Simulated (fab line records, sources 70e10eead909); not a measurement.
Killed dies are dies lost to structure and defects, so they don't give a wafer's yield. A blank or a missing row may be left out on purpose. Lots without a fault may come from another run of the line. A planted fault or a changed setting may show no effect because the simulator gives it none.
A struck lot beside a sound one | flow nand_harc | 14 steps out of a route of 1302
Sound: wafers L763.1, L763.2, L763.6. Struck: wafers L771.2, L771.3, L771.4. The cause comes at the end.
At each step with rows: each side's tool, then ch and its chambers, then its first start. Under that, the readings that differ: sound wafers | struck wafers | difference of the means | sigmas: that difference in standard deviations of wafers without a fault.
alike: readings whose means differ by less than 2 such deviations, and words and numbers that are the same on both sides. not compared: withheld readings, readings that some wafer has no value for, bounds like >300 that may hide the same value, and numbers for which the record gives no deviation and whose values overlap.
The two part at a step that has a row with sigmas, a row that says differs or no value, or rows on one side only. Numbers that don't overlap but have no deviation are shown without sigmas and don't part them. A reading that every wafer of one side lacks parts them only if that side has two wafers or more.

first, 3 steps without rows for these wafers: NHARC_A_DECK1_JOINT_WET_10 (chemistry H3PO4, time 86 s); NHARC_A_DECK1_JOINT_ETCH_11 (etches SiO2 in dHF, target depth 35 nm); NHARC_A_DECK1_JOINT_CVD_12 (deposits poly-Si, target thk 90 nm, time 1800 s).
NHARC_A_DECK1_JOINT_CMP_13: polishes, target thk 51.023 nm.
  sound on cmp-02 ch 0,3, day 12 00:10; struck on cmp-03 ch 0,1,2, day 14 18:32
  alike: motor_current_A, time_to_endpoint_s
  not compared: pad_life_wafers
NHARC_A_DECK1_JOINT_THK_MEAS_14: measures by ellipsometry.
  sound on film_metro-02, day 12 00:25; struck on film_metro-02, day 14 18:47
  alike: thk_nm
then, 1 step without rows for these wafers: NHARC_A_DECK1_JOINT_SRD_04.
NHARC_A_DECK1_JOINT_ETCHBACK_00: etches the open film in HBr, target depth 30 nm, time 17.4 s.
  sound on rie_si-05 ch 0,2, day 12 00:32; struck on rie_si-06 ch 1,2,3, day 14 18:56
  alike: drypump_motor_current_A, oes_product_au, throttle_valve_pct
  not compared: rf_hours_counter_h
then, 5 steps without rows for these wafers: NHARC_A_DECK1_JOINT_PRECLEAN_30 (cleans in SC1); NHARC_A_DECK1_JOINT_SRD_31; NHARC_A_DECK1_JOINT_CVD_34 (deposits SiNx, target thk 20 nm); NHARC_A_DECK1_JOINT_DEP_06 (deposits SiOx, target thk 80 nm); NHARC_A_DECK1_JOINT_CURE_26 (time 32 s).
NHARC_A_DECK1_JOINT_ANNEAL_27: time 3600 s.
  sound on furnace-05 ch 0, day 12 10:24; struck on furnace-05, day 15 06:56
  no value came back on the struck wafers for densification_p_h2o_torr (Torr), ramp_up_c_per_min, tube_center_temp_C_max, zone_power_top_pct (%); on the sound wafers densification_p_h2o_torr (Torr) reads 639.4 637.9 639.2
then, 1 step without rows for these wafers: NHARC_A_DECK1_JOINT_ANNEAL_28 (time 1800 s).

WHERE THEY PART
Only at NHARC_A_DECK1_JOINT_ANNEAL_27, within this record.

WHY: what the simulator had put in
Skipped step whole: furnace-05, from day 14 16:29 on, at NHARC_A_DECK1_JOINT_ANNEAL_27. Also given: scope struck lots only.
